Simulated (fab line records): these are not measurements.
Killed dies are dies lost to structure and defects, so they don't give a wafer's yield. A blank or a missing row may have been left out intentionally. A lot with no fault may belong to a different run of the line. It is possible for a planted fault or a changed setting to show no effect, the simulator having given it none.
Which tool did it?    flow n5Finfet    24 lots with 72 wafers sampled at 6 steps, on a route of 1938 steps

== WHAT EACH GAUGE READ, for each wafer ==
N5_BEOL_M15_INSPECT_55: inspects for defects (darkfield). Usual: 78 for rawDefectCount, sd 27.
lot   measured      on                rawDefectCount  flag
L074  day 12 08:35  defectInspect-01  68 68 112       
L075  day 12 19:37  defectInspect-01  59 48 36        
L076  day 12 20:20  defectInspect-01  51 65 76        
L079  day 12 20:54  defectInspect-02  123 126 140     
L078  day 12 23:08  defectInspect-01  66 72 63        
L077  day 13 06:23  defectInspect-02  106 113 66      
L080  day 13 21:18  defectInspect-01  61 85 48        
L083  day 13 21:43  defectInspect-02  64 47 48        
L081  day 14 04:45  defectInspect-01  153 95 102      
L082  day 14 05:11  defectInspect-01  80 97 93        
L084  day 14 08:22  defectInspect-02  59 96 62        
L085  day 14 22:58  defectInspect-01  54 49 113       
L087  day 15 14:00  defectInspect-01  67 75 74        
L086  day 15 15:05  defectInspect-01  80 59 78        
L089  day 15 19:38  defectInspect-01  127 140 141     
L088  day 16 09:05  defectInspect-01  78 72 98        
L090  day 16 09:23  defectInspect-02  54 58 84        
L091  day 16 09:38  defectInspect-02  80 77 73        
L093  day 16 12:46  defectInspect-02  100 59 85       
L092  day 17 02:01  defectInspect-02  73 80 56        
L094  day 17 14:22  defectInspect-02  46 69 80        
L095  day 17 17:45  defectInspect-02  114 99 75       
L096  day 17 23:13  defectInspect-02  76 81 67        
L097  day 18 06:17  defectInspect-02  59 46 92        

N5_MIM_TOP_LITHO_INSPECT_12: inspects for defects (macro). Usual: 2.0 for rawDefectCount, sd 1.4.
lot   measured      on                rawDefectCount  flag
L074  day 12 13:28  defectInspect-02  3 3 2           
L075  day 13 04:18  defectInspect-02  3 5 1           
L076  day 13 04:32  defectInspect-02  2 2 2           
L079  day 13 05:11  defectInspect-01  4 2 2           
L078  day 13 06:01  defectInspect-02  3 3 4           
L077  day 13 09:35  defectInspect-01  3 3 0           
L080  day 14 00:22  defectInspect-01  4 1 2           
L083  day 14 01:00  defectInspect-02  3 3 1           
L081  day 14 07:43  defectInspect-02  4 4 2           
L082  day 14 08:04  defectInspect-02  3 1 1           
L084  day 14 13:16  defectInspect-01  2 3 3           
L085  day 15 02:50  defectInspect-02  1 5 2           
L087  day 15 18:34  defectInspect-02  0 2 2           
L086  day 15 19:10  defectInspect-01  2 2 0           
L089  day 15 23:05  defectInspect-02  1 2 3           
L088  day 16 14:25  defectInspect-02  1 2 1           
L090  day 16 15:02  defectInspect-02  3 0 1           
L091  day 16 15:28  defectInspect-01  2 0 3           
L093  day 16 15:55  defectInspect-02  3 1 2           
L092  day 17 05:05  defectInspect-01  2 1 2           
L094  day 17 17:32  defectInspect-01  1 2 5           
L095  day 17 23:02  defectInspect-02  6 4 6           
L096  day 18 05:01  defectInspect-01  3 0 3           
L097  day 18 11:22  defectInspect-01  0 2 1           

== EACH LOT AND THE TOOL THAT RAN IT (in order: tool; ch and the chambers of the sampled wafers; start) ==
lot   N5_BEOL_M15_STRIP_37                          N5_BEOL_M15_SPUTTER_44       N5_BEOL_M15_SPUTTER_45       N5_BEOL_M15_DEP_53
L074  rieDiel-05 ch 0,1, day 12 07:24 or earlier    pvdSputter-03, day 12 07:24  pvdSputter-03, day 12 07:29  pecvd-04 ch 0,2, day 12 08:29
L075  rieDiel-02 ch 0,1,3, day 12 18:16 or earlier  pvdSputter-01, day 12 18:16  pvdSputter-01, day 12 18:21  pecvd-04 ch 0,1,2, day 12 19:32
L076  rieDiel-05 ch 0,2, day 12 19:06 or earlier    pvdSputter-03, day 12 19:06  pvdSputter-03, day 12 19:11  pecvd-04 ch 0,2, day 12 20:14
L079  rieDiel-04 ch 1,2,3, day 12 19:43 or earlier  pvdSputter-02, day 12 19:43  pvdSputter-02, day 12 19:47  pecvd-02 ch 0,1,2, day 12 20:49
L078  rieDiel-04 ch 0,1, day 12 21:57 or earlier    pvdSputter-02, day 12 21:57  pvdSputter-02, day 12 22:02  pecvd-02 ch 0,1,2, day 12 23:03
L077  rieDiel-04 ch 0,1,3, day 13 05:10 or earlier  pvdSputter-02, day 13 05:10  pvdSputter-02, day 13 05:14  pecvd-04 ch 0, day 13 06:16
L080  rieDiel-04 ch 0,3, day 13 20:06 or earlier    pvdSputter-02, day 13 20:06  pvdSputter-02, day 13 20:11  pecvd-03 ch 0,1, day 13 21:13
L083  rieDiel-04 ch 1,2,3, day 13 20:30 or earlier  pvdSputter-02, day 13 20:30  pvdSputter-02, day 13 20:35  pecvd-03 ch 0,1, day 13 21:37
L081  rieDiel-05 ch 0,1,2, day 14 03:17 or earlier  pvdSputter-01, day 14 03:17  pvdSputter-01, day 14 03:22  pecvd-04 ch 0,1,2, day 14 04:39
L082  rieDiel-05 ch 1,2, day 14 03:37 or earlier    pvdSputter-01, day 14 03:37  pvdSputter-01, day 14 03:41  pecvd-03 ch 1,2, day 14 05:05
L084  rieDiel-04 ch 2,3, day 14 07:11 or earlier    pvdSputter-02, day 14 07:11  pvdSputter-02, day 14 07:16  pecvd-02 ch 0,2, day 14 08:16
L085  rieDiel-02 ch 0,1, day 14 21:42 or earlier    pvdSputter-02, day 14 21:42  pvdSputter-02, day 14 21:47  pecvd-02 ch 0,1, day 14 22:52
L087  rieDiel-02 ch 0,1,3, day 15 12:47 or earlier  pvdSputter-01, day 15 12:47  pvdSputter-01, day 15 12:52  pecvd-04 ch 2, day 15 13:53
L086  rieDiel-05 ch 0,1,2, day 15 13:55 or earlier  pvdSputter-03, day 15 13:55  pvdSputter-03, day 15 13:59  pecvd-03 ch 0,1,2, day 15 15:00
L089  rieDiel-04 ch 0,1,2, day 15 18:26 or earlier  pvdSputter-03, day 15 18:26  pvdSputter-03, day 15 18:31  pecvd-02 ch 0,1, day 15 19:32
L088  rieDiel-05 ch 0,2,3, day 16 07:25 or earlier  pvdSputter-03, day 16 07:25  pvdSputter-03, day 16 07:29  pecvd-03 ch 0,1,2, day 16 08:59
L090  rieDiel-04 ch 1,2, day 16 07:51 or earlier    pvdSputter-03, day 16 07:51  pvdSputter-03, day 16 07:56  pecvd-04 ch 1,2, day 16 09:17
L091  rieDiel-05 ch 1,2,3, day 16 08:19 or earlier  pvdSputter-02, day 16 08:19  pvdSputter-02, day 16 08:23  pecvd-02 ch 0,1, day 16 09:32
L093  rieDiel-04 ch 0,1,2, day 16 11:34 or earlier  pvdSputter-01, day 16 11:34  pvdSputter-01, day 16 11:39  pecvd-02 ch 0,2, day 16 12:40
L092  rieDiel-02 ch 0,1,2, day 17 00:43 or earlier  pvdSputter-03, day 17 00:43  pvdSputter-03, day 17 00:47  pecvd-04 ch 0,2, day 17 01:55
L094  rieDiel-04 ch 2,3, day 17 13:08 or earlier    pvdSputter-02, day 17 13:08  pvdSputter-02, day 17 13:13  pecvd-04 ch 0,2, day 17 14:15
L095  rieDiel-02 ch 1,3, day 17 16:24 or earlier    pvdSputter-02, day 17 16:24  pvdSputter-02, day 17 16:29  pecvd-03 ch 0,1,2, day 17 17:39
L096  rieDiel-02 ch 2,3, day 17 21:46 or earlier    pvdSputter-02, day 17 21:46  pvdSputter-02, day 17 21:51  pecvd-02 ch 0,1,2, day 17 22:52
L097  rieDiel-05 ch 0,2,3, day 18 04:43 or earlier  pvdSputter-02, day 18 04:43  pvdSputter-02, day 18 04:49  pecvd-03 ch 0,1,2, day 18 06:11
- N5_BEOL_M15_STRIP_37: strips in O2.
- N5_BEOL_M15_SPUTTER_44: material Ta, target thk 15 nm, time 24.19 s.
- N5_BEOL_M15_SPUTTER_45: material Cu, target thk 100 nm, time 16.67 s.
- N5_BEOL_M15_DEP_53: deposits SiCN from 3MS/NH3, target thk 50 nm, time 17.8 s.

== AS READ BY THE TOOLS THEMSELVES (means over the sampled wafers that have a number; for cases with no such wafer, the mark the record gives instead) ==
N5_BEOL_M15_STRIP_37. Usual: drypumpMotorCurrentA 5.7 A, standard deviation 0.41; o2FlowSccm 225.0 sccm, standard deviation 0.66; oesProductAu 0.79 a.u., standard deviation 0.07; rfVppV 3.7 V, standard deviation 0.67; showerheadPlenumPTorr 2.11 Torr, standard deviation 0.047; throttleValvePct 16.66 %, standard deviation 0.21.
lot   tool        drypumpMotorCurrentA (A)  o2FlowSccm (sccm)  oesProductAu (a.u.)  rfVppV (V)  showerheadPlenumPTorr (Torr)  throttleValvePct (%)  flag
L074  rieDiel-05  5.8                       225.0              0.72                 3.9         2.12                          16.83                 
L075  rieDiel-02  5.2                       224.8              0.83                 3.4         2.17                          16.50                 
L076  rieDiel-05  6.0                       225.3              0.76                 3.6         2.15                          16.86                 
L079  rieDiel-04  5.8                       224.6              0.85                 3.0         2.08                          16.60                 
L078  rieDiel-04  5.6                       225.0              0.83                 3.3         2.06                          16.51                 
L077  rieDiel-04  5.6                       224.5              0.81                 4.4         2.08                          16.59                 
L080  rieDiel-04  5.8                       225.1              0.79                 4.3         2.10                          16.67                 
L083  rieDiel-04  5.8                       225.2              0.83                 3.2         2.08                          16.60                 
L081  rieDiel-05  5.8                       225.7              0.76                 3.6         2.13                          16.82                 
L082  rieDiel-05  5.6                       225.2              0.76                 3.7         2.11                          16.77                 
L084  rieDiel-04  5.9                       224.9              0.82                 3.9         2.11                          16.70                 
L085  rieDiel-02  5.1                       224.6              0.89                 3.3         2.15                          16.32                 
L087  rieDiel-02  5.2                       224.5              0.80                 4.3         2.17                          16.54                 
L086  rieDiel-05  5.8                       224.7              0.75                 3.3         2.13                          16.84                 
L089  rieDiel-04  5.9                       224.8              0.80                 3.8         2.08                          16.65                 
L088  rieDiel-05  5.8                       224.7              0.78                 3.6         2.11                          16.77                 
L090  rieDiel-04  5.7                       224.0              0.82                 3.8         2.05                          16.55                 
L091  rieDiel-05  5.5                       225.7              0.79                 3.9         2.10                          16.71                 
L093  rieDiel-04  5.9                       224.7              0.79                 3.6         2.08                          16.66                 
L092  rieDiel-02  5.3                       225.0              0.80                 4.3         2.14                          16.47                 
L094  rieDiel-04  5.9                       225.2              0.78                 3.7         2.10                          16.73                 
L095  rieDiel-02  5.0                       224.8              0.80                 3.2         2.12                          16.58                 
L096  rieDiel-02  5.4                       225.7              0.68                 3.2         2.11                          16.81                 
L097  rieDiel-05  5.8                       224.8              0.77                 3.5         2.11                          16.80                 

N5_BEOL_M15_SPUTTER_44. Usual: 30.3 % for throttleValvePct, sd 1.2.
lot   tool           throttleValvePct (%)  flag
L074  pvdSputter-03  31.0                  
L075  pvdSputter-01  30.2                  
L076  pvdSputter-03  30.7                  
L079  pvdSputter-02  30.6                  
L078  pvdSputter-02  30.4                  
L077  pvdSputter-02  30.2                  
L080  pvdSputter-02  29.9                  
L083  pvdSputter-02  30.2                  
L081  pvdSputter-01  30.5                  
L082  pvdSputter-01  31.1                  
L084  pvdSputter-02  30.5                  
L085  pvdSputter-02  29.7                  
L087  pvdSputter-01  31.2                  
L086  pvdSputter-03  30.9                  
L089  pvdSputter-03  30.7                  
L088  pvdSputter-03  30.8                  
L090  pvdSputter-03  29.9                  
L091  pvdSputter-02  30.2                  
L093  pvdSputter-01  31.6                  
L092  pvdSputter-03  29.6                  
L094  pvdSputter-02  29.7                  
L095  pvdSputter-02  30.0                  
L096  pvdSputter-02  30.6                  
L097  pvdSputter-02  30.4                  

N5_BEOL_M15_SPUTTER_45. Usual: 30.3 % for throttleValvePct, sd 1.2.
lot   tool           throttleValvePct (%)  flag
L074  pvdSputter-03  31.0                  
L075  pvdSputter-01  30.2                  
L076  pvdSputter-03  30.8                  
L079  pvdSputter-02  30.6                  
L078  pvdSputter-02  30.2                  
L077  pvdSputter-02  30.4                  
L080  pvdSputter-02  30.0                  
L083  pvdSputter-02  30.2                  
L081  pvdSputter-01  30.3                  
L082  pvdSputter-01  31.2                  
L084  pvdSputter-02  30.3                  
L085  pvdSputter-02  29.8                  
L087  pvdSputter-01  31.2                  
L086  pvdSputter-03  30.7                  
L089  pvdSputter-03  30.7                  
L088  pvdSputter-03  30.9                  
L090  pvdSputter-03  29.7                  
L091  pvdSputter-02  30.2                  
L093  pvdSputter-01  31.5                  
L092  pvdSputter-03  29.7                  
L094  pvdSputter-02  29.5                  
L095  pvdSputter-02  30.0                  
L096  pvdSputter-02  30.5                  
L097  pvdSputter-02  30.3                  

N5_BEOL_M15_DEP_53. Usual: showerheadPlenumPTorr 4.156 Torr, standard deviation 0.012; throttleValvePct 17.8 %, standard deviation 0.89.
lot   tool      showerheadPlenumPTorr (Torr)  throttleValvePct (%)  flag
L074  pecvd-04  4.157                         18.2                  
L075  pecvd-04  4.152                         17.7                  
L076  pecvd-04  4.150                         18.4                  
L079  pecvd-02  4.157                         17.7                  
L078  pecvd-02  4.153                         17.8                  
L077  pecvd-04  4.156                         19.2                  
L080  pecvd-03  4.156                         18.3                  
L083  pecvd-03  4.145                         18.8                  
L081  pecvd-04  4.151                         17.8                  
L082  pecvd-03  4.167                         17.3                  
L084  pecvd-02  4.168                         18.1                  
L085  pecvd-02  4.159                         17.3                  
L087  pecvd-04  4.148                         16.8                  
L086  pecvd-03  4.157                         17.9                  
L089  pecvd-02  4.157                         17.4                  
L088  pecvd-03  4.160                         18.0                  
L090  pecvd-04  4.151                         16.9                  
L091  pecvd-02  4.148                         17.5                  
L093  pecvd-02  4.164                         18.4                  
L092  pecvd-04  4.153                         17.5                  
L094  pecvd-04  4.151                         17.5                  
L095  pecvd-03  4.157                         18.2                  
L096  pecvd-02  4.162                         18.0                  
L097  pecvd-03  4.157                         18.1                  

== THE ANSWER, worked out from the rows above alone ==
Rule: a lot counts as off when the mean over its wafers that have a number is more than 3 standard deviations away from the usual mean. A lot without any number at a reading at which 4 lots or more have one is off too. Any other lot the step has rows for is counted as sound. After the gauges, taken in route order, come the tools' own readings; for these a lot's mean is taken, as printed above. At the first step where some lot is off, the reading lying furthest off is the one used; lots without a number count as furthest.
None of the lots is off at any reading shown; this tells nothing.

== WHAT WAS PUT IN BY THE SIMULATOR ==
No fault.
